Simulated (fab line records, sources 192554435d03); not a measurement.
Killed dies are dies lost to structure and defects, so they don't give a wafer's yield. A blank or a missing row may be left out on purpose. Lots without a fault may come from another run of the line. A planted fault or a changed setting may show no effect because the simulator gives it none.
Problem report in the 8D (eight disciplines) form, filled by code | flow n5_finfet | the parts of the form that need people (team, actions taken, sign-off) are left out

1. THE PROBLEM
spin_speed_rpm at N5_BEOL_M5_COAT_22 reads a mean of 1461.3 rpm on 6 wafers of 2 lots; wafers without a fault read 1500.0 rpm with a standard deviation of 0.98. That is -39 standard deviations from the usual mean.
The step: resist thk 30 nm.
First seen on wafer L932.1, day 12 12:35, on litho_track-03. The record holds 36 wafers of 12 lots with a number at this step. Rule for "out", or "out of limits": more than 4 standard deviations from the usual mean. The other wafers with a number count as sound.

2. WHAT IT IS AND WHAT IT IS NOT
question                    | is                     | is not
which readings at this step | spin_speed_rpm         | -
which lots                  | L932, L935             | L920, L921, L925, L926, L928, L929, L931, L937, L939, L941
which wafers of those lots  | all that have a number | -
read on which tools         | litho_track-03         | litho_track-01, litho_track-04
when                        | from day 12 12:35      | up to then (21 sound wafers); but 9 sound wafers of L937, L939, L941 came after

3. SUSPECTS, AND WHAT RULES EACH OUT
Counting: a tool at a process step up to the reading stays a suspect if it ran every lot that is out and no sound lot after the first of them.
- litho_track-03 at N5_BEOL_M5_COAT_22 (resist thk 30 nm): kept. It ran every lot that is out, first L932 (day 12 12:35), and no sound lot after that; its last sound lot up to then is L931 (day 12 06:16). Its own readings are out on those wafers: spin_speed_rpm.
Left after counting: litho_track-03 at N5_BEOL_M5_COAT_22.

4. THE CAUSE (what the simulator had put in)
Process parameter drift: litho_track-03, from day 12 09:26 on, at N5_BEOL_M5_COAT_22. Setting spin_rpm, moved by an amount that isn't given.
Counting left only this tool.

5. THE CHAIN OF EFFECTS, in route order
Each row: a reading whose mean over the struck wafers that have a number lies more than 3 standard deviations from the usual. Only readings for which the record gives a usual standard deviation are gone through. hours: the time from each lot's start at the first step in this table that gives one to its start at this step, as a median over the lots. sigmas: the change in usual standard deviations.
hours | step               | reading        | usual      | on struck wafers | change | sigmas
0     | N5_BEOL_M5_COAT_22 | spin_speed_rpm | 1500.0 rpm | 1461.3           | -38.7  | -39
The process steps in it:
- N5_BEOL_M5_COAT_22: resist thk 30 nm.
Later measuring or inspecting steps at which every struck wafer that the step has a row for has a number for every such reading, and none has moved that far: N5_BEOL_M5_OVL_MEAS_29.

6. WHAT WOULD HAVE CAUGHT IT SOONER
In this record the first reading out of limits was taken at day 12 12:35, 3 hours after the fault began at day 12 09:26.
